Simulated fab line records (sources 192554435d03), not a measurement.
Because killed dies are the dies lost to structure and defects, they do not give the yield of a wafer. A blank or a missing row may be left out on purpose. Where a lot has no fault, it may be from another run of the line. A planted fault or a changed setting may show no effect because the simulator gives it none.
Lot-split experiment -- flow n5 finfet -- on a route of 1938 steps: 7 lots, 21 wafers read

== THE SPLIT ==
At N5_BEOL_M3_ETCH_64 (etches SOC in N2/H2, target depth 75 nm, overetch 15 nm, time 112.5 s), the setting time s was moved away from the recipe's 112.5 s on 5 of the 21 wafers read, by -20.7% to +21.4%. All remaining wafers had this setting at the recipe value.

The reading is taken at the split's own step.

== THE READING ==
SiARC_of_BEOL_M3_COAT_62.thk nm (the simulator's own value, which no gauge read), in nm, at N5_BEOL_M3_ETCH_64 (etches SOC in N2/H2, target depth 75 nm, overetch 15 nm, time 112.5 s). No usual value for it is given in the file. Across the 16 wafers here that went through the recipe, the average is 6.7 nm and the standard deviation 0.16 nm.

wafer,"tool, chamber at the split","time s as run, s",against the recipe,"SiARC_of_BEOL_M3_COAT_62.thk nm, nm",against lot-mates on the recipe
L079.1,"rie diel-06, 3",125.2,+11.3%,6,-0.7
L079.5,"rie diel-06, 1",112.5,recipe,6.6,-
L079.6,"rie diel-06, 2",112.5,recipe,6.8,-
L081.1,"rie diel-06, 3",112.5,recipe,6.8,-
L081.2,"rie diel-06, 0",112.5,recipe,6.6,-
L081.5,"rie diel-06, 0",112.5,recipe,6.6,-
L084.1,"rie diel-05, 1",112.5,recipe,7,-
L084.2,"rie diel-05, 3",136.6,+21.4%,5.8,-1.1
L084.4,"rie diel-05, 2",112.5,recipe,6.8,-
L087.2,"rie diel-02, 2",112.5,recipe,6.4,-
L087.3,"rie diel-02, 3",112.5,recipe,6.6,-
L087.4,"rie diel-02, 0",134.9,+19.9%,5.6,-0.9
L091.2,"rie diel-06, 2",112.5,recipe,6.8,-
L091.3,"rie diel-06, 0",89.26,-20.7%,7.8,+1.1
L091.5,"rie diel-06, 0",112.5,recipe,6.6,-
L093.2,"rie diel-02, 0,2,3",112.5,recipe,6.6,-
L093.4,"rie diel-02, 0,2,3",112.5,recipe,6.6,-
L093.6,"rie diel-02, 0,2,3",112.5,recipe,6.6,-
L096.1,"rie diel-05, 1",112.5,recipe,7,-
L096.2,"rie diel-05, 0",112.5,recipe,6.8,-
L096.5,"rie diel-05, 0",99.59,-11.5%,7.4,+0.5
If several chambers appear in one row, that row covers several wafers at once and the file leaves open which wafer was in which chamber.

FIT RESULTS
A straight line over all 21 wafers: SiARC_of_BEOL_M3_COAT_62.thk nm changes by -0.0519 nm for each +1% of time s; r = -0.95; the points scatter about the line by 0.16 nm.
The same after taking each lot's own level away (the mean of its wafers on the recipe; 21 wafers): -0.0505 nm for each +1%; r = -0.98; scatter 0.093 nm.
The reading moves by 1.1 nm for the largest change in time s, on that fit.
The lots' own levels span 6.50 to 6.90 nm, that is 2.5 times the standard deviation above.
So the lot-to-lot level changes the slope little: the two slopes agree.
Check: with one of the wafers moved furthest among these (+21.4%) left out of the fit, the line predicts -1.08 nm for it against its lot-mates. Against them it came out at -1.1 nm.

== ADDITIONAL SPLITS CARRIED BY THESE WAFERS ==
Before the reading, these wafers also passed through other splits. Each is held against what the fit with the lots' levels taken away leaves over:
other split on the same wafers,wafers away from the commonest value,r with SiARC_of_BEOL_M3_COAT_62.thk nm (lot level and that fit taken away)
N5_BEOL_M2_TRENCH_ETCH_37 time s,10,-0.04

== THE WHOLE CHAIN: every reading that the file lists as answering this split, in the file's order ==
step,what it does,reading,change (the file's fit),r (the file's)
N5_BEOL_M3_ETCH_64,"etches SOC in N2/H2, target depth 75 nm, overetch 15 nm, time 112.5 s","SiARC_of_BEOL_M3_COAT_62.thk nm (the simulator's own value, which no gauge read)",-0.0505 nm for each +1% of the setting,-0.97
N5_BEOL_M3_HM_OPEN_17,"chemistry Cl2/BCl3, target TiN, target depth 20 nm, overetch 6 nm","etch.depth nm (the simulator's own value, which no gauge read)","not straight: 20.14 at the lowest setting, 20.03 at the recipe, 17.68 at the highest",not given

== THE FILE'S OWN FIT ==
SiARC_of_BEOL_M3_COAT_62.thk nm changes by -0.0505 nm for each +1% of time s, r = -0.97.
